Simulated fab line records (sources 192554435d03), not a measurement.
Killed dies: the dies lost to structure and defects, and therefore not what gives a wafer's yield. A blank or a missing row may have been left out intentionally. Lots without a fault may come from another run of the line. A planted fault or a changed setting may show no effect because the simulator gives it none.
Chamber matching    flow n5Finfet    N5_BEOL_M6_DEP_56 on pecvd-01 has 3 sister chambers
The step deposits SiCN from 3MS/NH3, target thk 10 nm, time 17.5 s. 6 wafers are shown with their chamber, then 9 later ones without.

WAFERS PAIRED WITH THEIR CHAMBERS
wafer   chamber  throttleValvePct (%)  showerheadPlenumPTorr (Torr)
L079.1  1        9.8                   3.667
L087.2  0        9.0                   3.663
L087.4  2        8.8                   3.620
L085.1  0        9.1                   3.656
L085.4  1        10.0                  3.660
L085.6  2        8.7                   3.633

WAFERS WITH NO CHAMBER GIVEN
wafer   throttleValvePct (%)  showerheadPlenumPTorr (Torr)
L088.1  10.1                  3.670
L088.3  9.3                   3.668
L088.5  9.6                   3.678
L091.2  9.1                   3.655
L091.3  9.0                   3.631
L091.4  9.4                   3.648
L097.1  9.3                   3.649
L097.4  10.0                  3.673
L097.5  8.9                   3.631

CHAMBER TAKEN BY EACH
wafer   from the rows above      in truth
L088.1  1                        1
L088.3  0                        0
L088.5  1                        1
L091.2  0                        0
L091.3  can't be placed: 2 or 0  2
L091.4  can't be placed: 0 or 1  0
L097.1  0                        0
L097.4  1                        1
L097.5  2                        2
Correct placement for 7 of the 9. Can't be placed from these rows: 2 (the true chamber is among the candidates in 2). Wrongly placed: 0.
How it was worked out, from the rows above alone: a wafer's distance from a chamber is the root of the sum, over the readings, of the square of ((its reading less the chamber's mean) divided by the reading's scatter). If the next closest chamber is less than 2 further off than the closest, the wafer can't be placed; otherwise it belongs to the closest. The mean given for a chamber averages the wafers shown for that chamber. The scatter is the square root of a quotient: the sum, over the shown wafers, of each reading's squared deviation from its chamber's mean, divided by wafers minus chambers.
